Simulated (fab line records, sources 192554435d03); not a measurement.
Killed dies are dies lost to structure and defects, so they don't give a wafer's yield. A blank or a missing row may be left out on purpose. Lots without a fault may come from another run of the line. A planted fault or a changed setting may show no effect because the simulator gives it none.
Which tool did it? | flow n5_finfet | 24 lots, 72 wafers sampled, at 3 steps of a route of 1938

WHAT THE GAUGES READ, wafer by wafer
N5_BEOL_M12_RS_MEAS_54: measures by four-point-probe.
lot  | measured     | on            | M12_RS (ohm/sq)
L075 | day 11 00:25 | film_metro-01 | 0.0614 0.0608 0.0598
L074 | day 11 06:29 | film_metro-02 | 0.0606 0.0612 0.0596
L076 | day 11 08:11 | film_metro-02 | 0.0583 0.0604 0.0609
L077 | day 11 15:48 | film_metro-02 | 0.0597 0.0596 0.0596
L078 | day 11 19:48 | film_metro-02 | 0.0620 0.0601 0.0606
L080 | day 11 20:31 | film_metro-01 | 0.0610 0.0599 0.0605
L079 | day 12 02:50 | film_metro-02 | 0.0601 0.0627 0.0601
L083 | day 12 16:55 | film_metro-01 | 0.0610 0.0607 0.0617
L081 | day 12 17:10 | film_metro-02 | 0.0597 0.0597 0.0601
L082 | day 13 03:09 | film_metro-02 | 0.0606 0.0605 0.0602
L085 | day 13 07:56 | film_metro-01 | 0.0609 0.0610 0.0591
L084 | day 13 23:54 | film_metro-01 | 0.0587 0.0606 0.0606
L086 | day 14 00:40 | film_metro-02 | 0.0610 0.0601 0.0600
L087 | day 14 04:01 | film_metro-01 | 0.0594 0.0597 0.0587
L088 | day 15 00:49 | film_metro-01 | 0.0616 0.0596 0.0593
L089 | day 15 01:55 | film_metro-01 | 0.0599 0.0621 0.0626
L090 | day 15 05:53 | film_metro-02 | 0.0586 0.0610 0.0589
L091 | day 15 06:53 | film_metro-02 | 0.0607 0.0608 0.0600
L093 | day 15 11:34 | film_metro-01 | 0.0593 0.0595 0.0601
L094 | day 15 21:17 | film_metro-01 | 0.0601 0.0626 0.0600
L092 | day 15 22:43 | film_metro-02 | 0.0614 0.0602 0.0616
L095 | day 16 02:22 | film_metro-02 | 0.0611 0.0588 0.0607
L096 | day 16 06:31 | film_metro-01 | 0.0585 0.0608 0.0582
L097 | day 16 10:07 | film_metro-01 | 0.0593 0.0613 0.0591

WHICH TOOL RAN EACH LOT (tool, then ch and the chambers of the sampled wafers, then the start)
lot  | N5_BEOL_M12_ETCH_68                | N5_BEOL_M12_TRENCH_ETCH_34
L075 | rie_diel-03 ch 0,2,3, day 10 20:34 | rie_diel-03 ch 0,2,3, day 10 20:44
L074 | rie_diel-04 ch 0,2,3, day 11 02:07 | rie_diel-04 ch 0,2,3, day 11 02:17
L076 | rie_diel-03 ch 0,2, day 11 05:56   | rie_diel-03 ch 0,2, day 11 06:08
L077 | rie_diel-06 ch 0,1, day 11 12:15   | rie_diel-06 ch 0,1, day 11 12:26
L078 | rie_diel-04 ch 0,1,2, day 11 16:28 | rie_diel-04 ch 0,1,2, day 11 16:38
L080 | rie_diel-03 ch 1,3, day 11 17:17   | rie_diel-03 ch 1,3, day 11 17:28
L079 | rie_diel-06 ch 0,2,3, day 11 23:02 | rie_diel-06 ch 0,2,3, day 11 23:13
L083 | rie_diel-03 ch 1,2,3, day 12 15:02 | rie_diel-03 ch 1,2,3, day 12 15:13
L081 | rie_diel-06 ch 1,2, day 12 15:04   | rie_diel-06 ch 1,2, day 12 15:15
L082 | rie_diel-03 ch 1,2, day 12 21:16   | rie_diel-03 ch 1,2, day 12 21:26
L085 | rie_diel-04 ch 0,1,3, day 13 04:43 | rie_diel-04 ch 0,1,3, day 13 04:54
L084 | rie_diel-03 ch 0,1,2, day 13 21:11 | rie_diel-03 ch 0,1,2, day 13 21:22
L086 | rie_diel-04 ch 0,2, day 13 22:31   | rie_diel-04 ch 0,2, day 13 22:42
L087 | rie_diel-06 ch 0,1, day 13 23:59   | rie_diel-06 ch 0,1, day 14 00:10
L088 | rie_diel-06 ch 0,1,3, day 14 20:06 | rie_diel-06 ch 0,1,3, day 14 20:17
L089 | rie_diel-04 ch 1,3, day 14 21:19   | rie_diel-04 ch 1,3, day 14 21:30
L090 | rie_diel-03 ch 0,2, day 15 02:07   | rie_diel-03 ch 0,2, day 15 02:17
L091 | rie_diel-04 ch 0,3, day 15 03:32   | rie_diel-04 ch 0,3, day 15 03:43
L093 | rie_diel-06 ch 0,1,2, day 15 08:34 | rie_diel-06 ch 0,1,2, day 15 08:46
L094 | rie_diel-06 ch 0,3, day 15 15:38   | rie_diel-06 ch 0,3, day 15 15:49
L092 | rie_diel-04 ch 0,1,2, day 15 17:45 | rie_diel-04 ch 0,1,2, day 15 17:56
L095 | rie_diel-04 ch 0,2, day 15 22:56   | rie_diel-04 ch 0,2, day 15 23:07
L096 | rie_diel-03 ch 0,1, day 16 02:46   | rie_diel-03 ch 0,1, day 16 02:56
L097 | rie_diel-04 ch 0,2, day 16 07:38   | rie_diel-04 ch 1,2, day 16 07:49
- N5_BEOL_M12_ETCH_68: etches SOC in N2/H2, time 285 s.
- N5_BEOL_M12_TRENCH_ETCH_34: etches SiOC in C4F8/O2/Ar, target depth 318.95 nm, time 125.5 s.

WHAT THE TOOLS THEMSELVES READ (means of the sampled wafers that have a number; where no wafer has one, the mark that the record gives instead)
N5_BEOL_M12_ETCH_68.
lot  | tool        | drypump_motor_current_A (A) | oes_product_au (a.u.) | rf_vpp_V (V) | showerhead_plenum_p_Torr (Torr) | throttle_valve_pct (%)
L075 | rie_diel-03 | 6.1                         | 0.81                  | 524.0        | 2.58                            | 18.10
L074 | rie_diel-04 | 5.9                         | 0.74                  | 522.4        | 2.50                            | 17.69
L076 | rie_diel-03 | 6.0                         | 0.87                  | 525.8        | 2.60                            | 17.97
L077 | rie_diel-06 | 6.3                         | 0.87                  | 526.9        | 2.66                            | 17.66
L078 | rie_diel-04 | 6.0                         | 0.73                  | 522.5        | 2.51                            | 17.80
L080 | rie_diel-03 | 5.6                         | 0.69                  | 524.9        | 2.59                            | 17.89
L079 | rie_diel-06 | 5.8                         | 0.82                  | 525.3        | 2.57                            | 17.83
L083 | rie_diel-03 | 5.7                         | 0.74                  | 524.5        | 2.57                            | 17.95
L081 | rie_diel-06 | 6.2                         | 0.91                  | 523.2        | 2.52                            | 17.55
L082 | rie_diel-03 | 5.6                         | 0.74                  | 526.2        | 2.60                            | 17.76
L085 | rie_diel-04 | 6.3                         | 0.79                  | 523.6        | 2.55                            | 17.66
L084 | rie_diel-03 | 6.0                         | 0.78                  | 525.0        | 2.59                            | 17.95
L086 | rie_diel-04 | 5.7                         | 0.74                  | 520.4        | 2.44                            | 17.74
L087 | rie_diel-06 | 6.3                         | 0.84                  | 526.9        | 2.65                            | 17.70
L088 | rie_diel-06 | 6.0                         | 0.79                  | 524.2        | 2.59                            | 17.82
L089 | rie_diel-04 | 6.5                         | 0.77                  | 524.8        | 2.62                            | 17.76
L090 | rie_diel-03 | 6.3                         | 0.83                  | 524.2        | 2.59                            | 18.14
L091 | rie_diel-04 | 6.1                         | 0.77                  | 522.3        | 2.47                            | 17.60
L093 | rie_diel-06 | 6.2                         | 0.85                  | 524.8        | 2.58                            | 17.66
L094 | rie_diel-06 | 5.9                         | 0.77                  | 526.0        | 2.62                            | 17.96
L092 | rie_diel-04 | 6.0                         | 0.80                  | 522.6        | 2.49                            | 17.73
L095 | rie_diel-04 | 5.8                         | 0.71                  | 520.0        | 2.41                            | 17.79
L096 | rie_diel-03 | 6.2                         | 0.77                  | 525.0        | 2.59                            | 18.12
L097 | rie_diel-04 | 5.7                         | 0.73                  | 520.8        | 2.43                            | 17.79

N5_BEOL_M12_TRENCH_ETCH_34.
lot  | tool        | drypump_motor_current_A (A) | mfc_ar_sccm (sccm) | oes_product_au (a.u.) | rf_vpp_V (V) | showerhead_plenum_p_Torr (Torr) | throttle_valve_pct (%)
L075 | rie_diel-03 | 6.1                         | 399.8              | 0.81                  | 666          | 3.46                            | 24.50
L074 | rie_diel-04 | 5.9                         | 400.2              | 0.73                  | 664          | 3.34                            | 23.94
L076 | rie_diel-03 | 6.0                         | 398.9              | 0.87                  | 667          | 3.50                            | 24.51
L077 | rie_diel-06 | 6.3                         | 399.2              | 0.87                  | 669          | 3.56                            | 24.20
L078 | rie_diel-04 | 6.0                         | 399.1              | 0.74                  | 663          | 3.34                            | 24.01
L080 | rie_diel-03 | 5.6                         | 400.9              | 0.69                  | 666          | 3.47                            | 24.16
L079 | rie_diel-06 | 5.9                         | 398.8              | 0.82                  | 667          | 3.45                            | 24.23
L083 | rie_diel-03 | 5.7                         | 399.2              | 0.74                  | 666          | 3.47                            | 24.35
L081 | rie_diel-06 | 6.2                         | 399.8              | 0.90                  | 665          | 3.39                            | 24.01
L082 | rie_diel-03 | 5.6                         | 399.4              | 0.74                  | 667          | 3.51                            | 24.21
L085 | rie_diel-04 | 6.3                         | 400.1              | 0.79                  | 665          | 3.37                            | 23.80
L084 | rie_diel-03 | 6.0                         | 398.7              | 0.79                  | 667          | 3.49                            | 24.38
L086 | rie_diel-04 | 5.7                         | 400.7              | 0.74                  | 661          | 3.28                            | 24.06
L087 | rie_diel-06 | 6.3                         | 398.8              | 0.84                  | 670          | 3.55                            | 24.23
L088 | rie_diel-06 | 6.1                         | 399.8              | 0.79                  | 667          | 3.47                            | 24.19
L089 | rie_diel-04 | 6.5                         | 400.6              | 0.77                  | 668          | 3.45                            | 23.85
L090 | rie_diel-03 | 6.3                         | 399.0              | 0.82                  | 667          | 3.47                            | 24.57
L091 | rie_diel-04 | 6.1                         | 400.2              | 0.76                  | 663          | 3.29                            | 23.79
L093 | rie_diel-06 | 6.2                         | 401.1              | 0.84                  | 667          | 3.46                            | 24.14
L094 | rie_diel-06 | 5.9                         | 401.1              | 0.77                  | 669          | 3.51                            | 24.38
L092 | rie_diel-04 | 6.0                         | 399.7              | 0.80                  | 662          | 3.32                            | 23.95
L095 | rie_diel-04 | 5.9                         | 399.5              | 0.70                  | 660          | 3.24                            | 24.02
L096 | rie_diel-03 | 6.2                         | 398.6              | 0.76                  | 667          | 3.46                            | 24.42
L097 | rie_diel-04 | 5.9                         | 401.2              | 0.81                  | 664          | 3.35                            | 24.00

THE ANSWER, worked out from the rows above alone
Rule: what is usual is taken from the lots themselves. Put in order of their means at a reading, lots are off if they are a third of the lots or fewer, leave a main group of 4 or more, and stand apart from it by a gap of 3 or more times the standard deviation of the main group's means; of several such gaps the widest counts. A main group whose means are all the same, to the digits that the tables above print for the reading, isn't used. A lot without any number at a reading at which 4 lots or more have one is off too. The other lots that the step has rows for count as sound. The gauges are gone through in route order, then the tools' own readings, and for those a lot's mean is taken as printed above. The first step at which some lot is off is used, and at that step the reading that is off furthest; a lot without a number counts as furthest.
No lot is off at any reading shown: from this, nothing can be told.

WHAT THE SIMULATOR HAD PUT IN
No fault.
